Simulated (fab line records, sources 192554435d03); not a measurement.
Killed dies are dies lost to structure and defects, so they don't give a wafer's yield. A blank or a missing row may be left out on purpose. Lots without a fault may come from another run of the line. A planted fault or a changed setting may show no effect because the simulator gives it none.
Chamber matching | flow n5_finfet | N5_BEOL_M6_ETCH_72 on rie_diel-02: 4 sister chambers
The step etches underlayer in N2/H2, target depth 6.5 nm, time 5.2 s. 4 wafers are shown with their chamber, then 6 later ones without.

WAFERS WITH THEIR CHAMBER
wafer  | chamber | drypump_motor_current_A (A)
L459.4 | 3       | 5.2
L459.6 | 1       | 5.0
L467.3 | 0       | 4.9
L467.4 | 2       | 6.3

WAFERS WITHOUT THEIR CHAMBER
wafer  | drypump_motor_current_A (A)
L471.1 | 4.9
L471.4 | 5.2
L471.6 | 5.2
L472.2 | 5.0
L472.5 | 5.0
L472.6 | 6.4

WHICH CHAMBER EACH WENT THROUGH
wafer  | from the rows above | in truth
L471.1 | 0                   | 0
L471.4 | 3                   | 3
L471.6 | 3                   | 3
L472.2 | 1                   | 1
L472.5 | 1                   | 1
L472.6 | 2                   | 2
Placed correctly: 6 of 6. Can't be placed from these rows: 0. Placed wrongly: 0.
How it was worked out, from the rows above alone: a wafer's distance from a chamber is the root of the sum, over the readings, of the square of ((its reading less the chamber's mean) divided by the reading's scatter). The wafer belongs to the nearest chamber; if the next one is less than 2 further off, it can't be placed. A chamber's mean is the mean of its shown wafers. The scatter: with one shown wafer a chamber, the root of the mean of the squares of how far each hidden wafer lies from its nearest shown one.
